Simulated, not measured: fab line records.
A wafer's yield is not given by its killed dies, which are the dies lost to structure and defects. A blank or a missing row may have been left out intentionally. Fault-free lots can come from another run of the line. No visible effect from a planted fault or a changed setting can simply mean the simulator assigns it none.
Chamber matching / flow n5_finfet / N5_BEOL_M4_CO_CAP_55 on cvd_co-02 has 3 sister chambers
The step material Co, precursor CCTBA/H2, target thk 2 nm, time 102.1 s. 3 wafers are shown with their chamber, then 12 later ones without.

## EACH WAFER AND ITS CHAMBER
wafer=L091.2; chamber=2; heater_power_w (W)=193
wafer=L091.4; chamber=0; heater_power_w (W)=268
wafer=L091.6; chamber=1; heater_power_w (W)=181

## WAFERS WITH NO CHAMBER GIVEN
wafer=L093.2; heater_power_w (W)=273
wafer=L093.4; heater_power_w (W)=264
wafer=L093.5; heater_power_w (W)=185
wafer=L094.1; heater_power_w (W)=274
wafer=L094.4; heater_power_w (W)=194
wafer=L094.5; heater_power_w (W)=274
wafer=L095.2; heater_power_w (W)=192
wafer=L095.5; heater_power_w (W)=181
wafer=L095.6; heater_power_w (W)=276
wafer=L097.3; heater_power_w (W)=189
wafer=L097.4; heater_power_w (W)=195
wafer=L097.5; heater_power_w (W)=187

## CHAMBER TAKEN BY EACH
wafer=L093.2; from the rows above=0; in truth=0
wafer=L093.4; from the rows above=0; in truth=0
wafer=L093.5; from the rows above=can't be placed: 1 or 2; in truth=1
wafer=L094.1; from the rows above=0; in truth=0
wafer=L094.4; from the rows above=2; in truth=2
wafer=L094.5; from the rows above=0; in truth=0
wafer=L095.2; from the rows above=2; in truth=2
wafer=L095.5; from the rows above=1; in truth=1
wafer=L095.6; from the rows above=0; in truth=0
wafer=L097.3; from the rows above=can't be placed: 2 or 1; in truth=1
wafer=L097.4; from the rows above=2; in truth=2
wafer=L097.5; from the rows above=can't be placed: 1 or 2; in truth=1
Placed correctly: 9 of 12. These rows do not allow placing 3 (true chamber among the candidates in 3). Wrongly placed: 0.
How it was worked out, from the rows above alone: a wafer's distance from a chamber is the root of the sum, over the readings, of the square of ((its reading less the chamber's mean) divided by the reading's scatter). If the next closest chamber is less than 2 further off than the closest, the wafer can't be placed; otherwise it belongs to the closest. A chamber's mean is the mean of its shown wafers. The scatter: root of mean squared gap, hidden wafer to nearest shown wafer, with one shown wafer a chamber.
